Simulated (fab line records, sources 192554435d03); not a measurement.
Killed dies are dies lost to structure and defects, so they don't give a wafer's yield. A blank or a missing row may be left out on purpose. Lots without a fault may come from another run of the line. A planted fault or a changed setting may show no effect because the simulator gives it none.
Which tool did it? | flow n5_finfet | 9 lots, 27 wafers sampled, at 5 steps of a route of 1938

WHAT THE GAUGES READ, wafer by wafer
N5_DUMMY_REMOVAL_INSPECT_06: inspects for defects (brightfield).
lot  | measured    | on                | raw_defect_count
L781 | day 5 14:12 | defect_inspect-02 | 7 8 6
L782 | day 5 17:04 | defect_inspect-02 | 7 14 6
L785 | day 6 12:31 | defect_inspect-01 | 10 21 19
L786 | day 6 18:50 | defect_inspect-01 | 8 7 4
L794 | day 8 18:49 | defect_inspect-01 | 11 10 13
L795 | day 8 21:45 | defect_inspect-01 | 28 25 19
L796 | day 9 01:25 | defect_inspect-01 | 13 10 15
L797 | day 9 13:36 | defect_inspect-01 | 23 9 15
L798 | day 9 18:41 | defect_inspect-01 | 25 30 27

N5_HKMG_FIN_CD_MEAS_49: target cd 202 nm.
lot  | measured    | on        | cd_nm (nm)
L781 | day 5 15:38 | cd_sem-02 | 202.8 202.0 202.6
L782 | day 5 18:24 | cd_sem-02 | 201.7 200.9 201.7
L785 | day 6 13:50 | cd_sem-03 | 201.7 201.3 202.5
L786 | day 6 20:08 | cd_sem-03 | 202.6 201.6 201.9
L794 | day 8 20:00 | cd_sem-03 | 201.9 203.2 201.3
L795 | day 8 23:04 | cd_sem-02 | 202.0 201.5 201.8
L796 | day 9 02:43 | cd_sem-01 | 202.7 202.6 202.7
L797 | day 9 14:55 | cd_sem-02 | 200.7 201.5 201.3
L798 | day 9 20:01 | cd_sem-03 | 202.3 202.0 202.0

N5_BEOL_M4_RC_MEAS_101.
lot  | measured     | on        | DIBL_N (mV/V)  | DIBL_P (mV/V)  | IOFF_N (nA/um) | IOFF_P (nA/um) | IOFF_P_85C (nA/um) | IOFF_P_LIN (nA/um) | IOFF_P_LONG (nA/um)        | ION_N (uA/um) | ION_P (uA/um) | SS_N (mV/dec)  | SS_P (mV/dec)  | VT_N (mV)   | VT_P (mV)            | VT_P_LONG (mV)       | VT_P_LVT (mV)
L781 | day 10 13:41 | prober-01 | 35.2 39.7 40.4 | 34.4 39.6 41.0 | 0.14 0.22 0.24 | 0.19 0.26 0.30 | 3.2 4.4 4.8        | 0.096 0.122 0.134  | 0.000102 0.000104 0.000109 | 678 673 703   | 469 460 474   | 71.7 72.0 71.7 | 72.3 74.2 74.4 | 249 247 242 | -249.9 -245.4 -245.9 | -273.5 -274.0 -274.9 | -99.1 -95.9 -93.2
L782 | day 10 01:01 | prober-02 | 35.5 34.6 39.3 | 37.0 35.8 42.0 | 0.17 0.15 0.28 | 0.27 0.24 0.38 | 4.4 4.0 6.0        | 0.128 0.118 0.164  | 0.00014 0.000131 0.00014   | 689 687 708   | 478 480 488   | 71.1 71.0 72.2 | 73.5 72.2 73.6 | 246 249 238 | -243.1 -246.4 -240.6 | -265.5 -268.6 -266.5 | -93.4 -94.9 -89.8
L785 | day 10 20:47 | prober-01 | 39.5 37.6 40.1 | 38.0 36.5 38.6 | 0.17 0.16 0.18 | 0.04 0.04 0.05 | 1.0 1.0 1.1        | 0.020 0.021 0.022  | 4.6e-05 5e-05 5.3e-05      | 673 674 686   | 391 400 398   | 72.5 71.8 72.8 | 74.0 72.9 74.0 | 249 250 250 | -294.0 -295.4 -291.5 | -316.8 -317.4 -317.1 | -142.7 -142.6 -143.2
L786 | day 11 08:43 | prober-02 | 35.6 35.2 36.9 | 34.6 34.5 36.5 | 0.15 0.15 0.18 | 0.04 0.04 0.05 | 1.0 0.9 1.1        | 0.021 0.021 0.024  | 5.8e-05 5.4e-05 5.1e-05    | 665 675 675   | 393 399 396   | 70.8 70.6 71.5 | 72.6 73.3 73.8 | 251 250 248 | -291.8 -292.3 -289.1 | -314.3 -316.9 -316.8 | -142.5 -142.6 -139.8
L794 | day 12 20:28 | prober-01 | 38.0 38.1 37.2 | 37.9 39.2 37.7 | 0.18 0.18 0.17 | 0.22 0.24 0.21 | 3.8 4.1 3.7        | 0.098 0.105 0.097  | 9.8e-05 9.8e-05 0.000103   | 666 680 685   | 456 475 466   | 71.7 72.4 71.8 | 74.5 73.8 73.5 | 249 248 246 | -250.5 -251.5 -250.0 | -278.2 -279.7 -278.5 | -100.1 -98.8 -100.8
L795 | day 13 12:35 | prober-02 | 33.1 34.5 35.5 | 33.0 34.4 35.7 | 0.12 0.14 0.16 | 0.19 0.21 0.23 | 3.3 3.7 3.9        | 0.095 0.106 0.112  | 0.000125 0.00012 0.000124  | 661 685 669   | 466 470 469   | 70.7 70.8 70.9 | 71.9 73.4 72.7 | 255 251 248 | -247.7 -247.6 -248.0 | -270.1 -272.8 -269.7 | -97.2 -95.3 -93.8
L796 | day 13 19:41 | prober-02 | 32.2 32.5 33.8 | 32.2 32.5 33.8 | 0.10 0.11 0.12 | 0.15 0.15 0.17 | 2.8 2.7 3.1        | 0.081 0.080 0.088  | 0.000104 0.000105 0.000104 | 641 671 650   | 449 462 453   | 70.8 70.4 70.7 | 72.1 72.4 72.5 | 256 255 253 | -254.0 -252.8 -252.0 | -273.6 -275.1 -276.2 | -103.7 -103.1 -102.1
L797 | day 14 04:28 | prober-01 | 36.1 36.2 36.2 | 36.8 36.5 37.3 | 0.17 0.16 0.16 | 0.23 0.23 0.25 | 4.1 4.0 4.3        | 0.116 0.114 0.120  | 0.000114 0.000111 0.000117 | 682 682 683   | 469 475 467   | 71.8 71.7 71.4 | 73.2 72.9 73.1 | 248 248 249 | -249.1 -246.7 -244.5 | -273.9 -275.0 -272.8 | -95.6 -96.3 -95.3
L798 | day 14 01:23 | prober-01 | 34.1 34.1 38.3 | 35.5 34.8 40.8 | 0.14 0.14 0.23 | 0.20 0.19 0.31 | 3.5 3.4 5.0        | 0.096 0.096 0.133  | 0.000105 0.000107 0.000113 | 680 661 698   | 469 457 477   | 71.8 71.4 71.7 | 72.6 72.4 73.5 | 250 249 245 | -250.0 -249.1 -246.5 | -271.4 -275.3 -273.0 | -100.3 -99.7 -94.7

WHICH TOOL RAN EACH LOT (tool, then ch and the chambers of the sampled wafers, then the start)
lot  | N5_HKMG_FIN_STRIP_57              | N5_HKMG_FIN_ALD_36
L781 | rie_diel-02 ch 0,2, day 5 16:01   | ald_metal-03 ch 0,2,3, day 5 17:52
L782 | rie_diel-02 ch 0,2,3, day 5 18:56 | ald_metal-03 ch 2,3, day 5 20:47
L785 | rie_diel-01 ch 1,2, day 6 14:12   | ald_metal-03 ch 1,2,3, day 6 16:03
L786 | rie_diel-01 ch 0,2, day 6 20:46   | ald_metal-01 ch 0,1,3, day 6 22:36
L794 | rie_diel-02 ch 0,2, day 8 20:22   | ald_metal-02 ch 1,2, day 8 22:18
L795 | rie_diel-05 ch 1,2,3, day 8 23:26 | ald_metal-02 ch 1,2,3, day 9 01:19
L796 | rie_diel-05 ch 0,1,3, day 9 03:20 | ald_metal-03 ch 0,3, day 9 05:25
L797 | rie_diel-01 ch 2,3, day 9 15:17   | ald_metal-01 ch 0,2,3, day 9 17:09
L798 | rie_diel-05 ch 1,2,3, day 9 20:23 | ald_metal-02 ch 0,2,3, day 9 22:19
- N5_HKMG_FIN_STRIP_57: strips in CF4.
- N5_HKMG_FIN_ALD_36: deposits TiN, target thk 1 nm, pulse time 1 s, purge time 3 s.

WHAT THE TOOLS THEMSELVES READ (means of the sampled wafers that have a number; where no wafer has one, the mark that the record gives instead)
N5_HKMG_FIN_STRIP_57.
lot  | tool        | drypump_motor_current_A (A) | oes_product_au (a.u.) | rf_vpp_V (V) | showerhead_plenum_p_Torr (Torr) | throttle_valve_pct (%)
L781 | rie_diel-02 | 5.8                         | 0.79                  | 271.5        | 1.83                            | 13.41
L782 | rie_diel-02 | 5.9                         | 0.82                  | 273.0        | 1.87                            | 13.44
L785 | rie_diel-01 | 5.8                         | 0.79                  | 272.2        | 1.83                            | 13.48
L786 | rie_diel-01 | 5.5                         | 0.73                  | 270.1        | 1.75                            | 13.61
L794 | rie_diel-02 | 5.8                         | 0.76                  | 272.3        | 1.82                            | 13.48
L795 | rie_diel-05 | 6.1                         | 0.70                  | 269.7        | 1.78                            | 13.59
L796 | rie_diel-05 | 6.1                         | 0.69                  | 270.1        | 1.77                            | 13.67
L797 | rie_diel-01 | 5.0                         | 0.74                  | 270.2        | 1.73                            | 13.53
L798 | rie_diel-05 | 6.1                         | 0.70                  | 270.7        | 1.77                            | 13.62

N5_HKMG_FIN_ALD_36.
lot  | tool         | chamber_pressure_Torr (Torr) | heater_power_w (W) | precursor_pulse_height_rel
L781 | ald_metal-03 | 3.004                        | 948                | 1.002
L782 | ald_metal-03 | 3.002                        | 938                | 0.984
L785 | ald_metal-03 | -                            | -                  | -
L786 | ald_metal-01 | -                            | -                  | -
L794 | ald_metal-02 | 2.997                        | 949                | 0.997
L795 | ald_metal-02 | 3.003                        | 964                | 1.002
L796 | ald_metal-03 | 3.002                        | 953                | 0.990
L797 | ald_metal-01 | 2.999                        | 904                | 0.986
L798 | ald_metal-02 | 3.001                        | 906                | 0.997

THE ANSWER, worked out from the rows above alone
Rule: what is usual is taken from the lots themselves. Put in order of their means at a reading, lots are off if they are a third of the lots or fewer, leave a main group of 4 or more, and stand apart from it by a gap of 3 or more times the standard deviation of the main group's means; of several such gaps the widest counts. A main group whose means are all the same, to the digits that the tables above print for the reading, isn't used. A lot without any number at a reading at which 4 lots or more have one is off too. The other lots that the step has rows for count as sound. The gauges are gone through in route order, then the tools' own readings, and for those a lot's mean is taken as printed above. The first step at which some lot is off is used, and at that step the reading that is off furthest; a lot without a number counts as furthest.
Off: L785, L786, at N5_BEOL_M4_RC_MEAS_101 (VT_P). The main group: mean -248.2 mV, standard deviation 2.8.
A tool fits if, at a process step before that reading, it ran every lot that is off, and no sound lot after the first of them. The gauges at N5_BEOL_M4_RC_MEAS_101 aren't tried: what is off there is off at N5_HKMG_FIN_ALD_36 too, on other tools, and a gauge's error can't cause that. None of those tried fits.

WHAT THE SIMULATOR HAD PUT IN
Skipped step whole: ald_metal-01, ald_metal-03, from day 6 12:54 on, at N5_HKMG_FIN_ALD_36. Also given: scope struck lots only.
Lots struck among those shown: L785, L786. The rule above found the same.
